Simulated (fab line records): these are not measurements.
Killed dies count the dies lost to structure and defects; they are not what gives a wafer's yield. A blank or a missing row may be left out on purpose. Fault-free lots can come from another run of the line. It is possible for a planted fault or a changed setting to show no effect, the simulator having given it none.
Comparing a struck lot with a sound one | flow nandHarc | 15 out of 1159 route steps
Sound: these wafers, L502.2, L502.5, L502.6. Wafers struck: L495.2, L495.4, L495.6. The cause is given at the end.
At each step with rows: each side's tool, then ch and its chambers, then its first start. Under that, the readings that differ: sound wafers | struck wafers | difference of the means | sigmas: that difference in standard deviations of wafers without a fault.
alike: same words and numbers on both sides, and readings whose means sit less than 2 such deviations apart. not compared: any withheld reading, any reading some wafer has no value for, any bound like >300 that may hide the same value, and any number with overlapping values for which the record gives no deviation.
A row with sigmas, a row that says differs or no value, or rows on one side alone: a step with any of these is where the two part. Numbers that don't overlap but have no deviation are shown without sigmas and don't part them. A reading that every wafer of one side lacks parts them only if that side has two wafers or more.

first, 4 steps without rows for these wafers: NHARC_A_M1_EBR_05; NHARC_A_M1_EXPOSE_06 (exposes mask A M1, target cd 120 nm); NHARC_A_M1_PEB_07 (peb time 65 s); NHARC_A_M1_DEVELOP_08 (develop time 35 s).
NHARC_A_M1_CD_MEAS_09: the cd target is 120 nm.
  sound on cdSem-03 ch 0, day 23 04:58; struck on cdSem-02 ch 0, day 21 23:46
  alike: cdNm
NHARC_A_M1_OVL_MEAS_10: pitch 240 nm.
  sound on overlay-01 at day 23 05:02; struck on overlay-02 at day 21 23:52
  alike: overlayXNm, overlayYNm
NHARC_A_M1_INSPECT_11:
  sound on defectInspect-02 at day 23 05:05; struck on defectInspect-01 at day 21 23:54
  alike: rawDefectCount
NHARC_A_M1_DESCUM_14: chemistry O2, time 3 s.
  sound on rieDiel-08 ch 2,3, day 23 05:09; struck on rieDiel-09 ch 2,3, day 21 23:58
  alike: drypumpMotorCurrentA, oesProductAu, rfVppV, showerheadPlenumPTorr, throttleValvePct
  not compared: rfHoursCounterH
NHARC_A_M1_ETCH_35: etches the open film in N2/H2, target depth 40 nm, overetch 12 nm, time 43.94 s.
  sound on rieDiel-08 ch 0,1, day 23 05:14; struck on rieDiel-09 ch 0,2,3, day 22 00:04
  alike: biasW, chamberPressureMTorr, drypumpMotorCurrentA, oesProductAu, rfVppV, showerheadPlenumPTorr, throttleValvePct
  not compared: rfHoursCounterH
NHARC_A_M1_ETCH_15: etches the open film in C4F8/Ar, target depth 182.5 nm, time 91.2 s.
  sound: rieDiel-08 ch 0,1,3; struck: rieDiel-09 ch 0,3
  alike: biasW, chamberPressureMTorr, oesProductAu, rfVppV
  not compared: rfHoursCounterH
NHARC_A_M1_CD_MEAS_16:
  sound on cdSem-01 at day 23 05:27; struck on cdSem-01 at day 22 00:19
  alike: cdNm
NHARC_A_M1_STRIP_18: strips in N2/H2.
  sound on rieDiel-12 ch 0,1, day 23 05:33; struck on rieDiel-08 ch 0,1,2, day 22 00:25
  alike: drypumpMotorCurrentA, oesProductAu, rfVppV, showerheadPlenumPTorr, throttleValvePct
  not compared: rfHoursCounterH
NHARC_A_M1_ETCH_28: etches the open film in CF4/N2, target depth 30 nm, time 72.99 s.
  sound on rieDiel-12 ch 2,3, day 23 05:46; struck on rieDiel-08 ch 0,2,3, day 22 00:38
  no value came back on the struck wafers for any of 7 readings (biasW (W), cf4FlowSccm (sccm) and others); on the sound wafers biasW (W) reads 100.0 100.7 99.5
  not compared: rfHoursCounterH
then, 1 step without rows for these wafers: NHARC_A_M1_STRIP_19 (strips in post etch residue remover, time 600 s).
NHARC_END_SORT_01:
  at this point the record logs the struck wafers (prober-01 ch 0, day 23 13:30) and has no rows for the sound ones

== WHERE THEY PART ==
Earliest at NHARC_A_M1_ETCH_28; latest, in this record, at NHARC_END_SORT_01.

WHY: what the simulator had put in
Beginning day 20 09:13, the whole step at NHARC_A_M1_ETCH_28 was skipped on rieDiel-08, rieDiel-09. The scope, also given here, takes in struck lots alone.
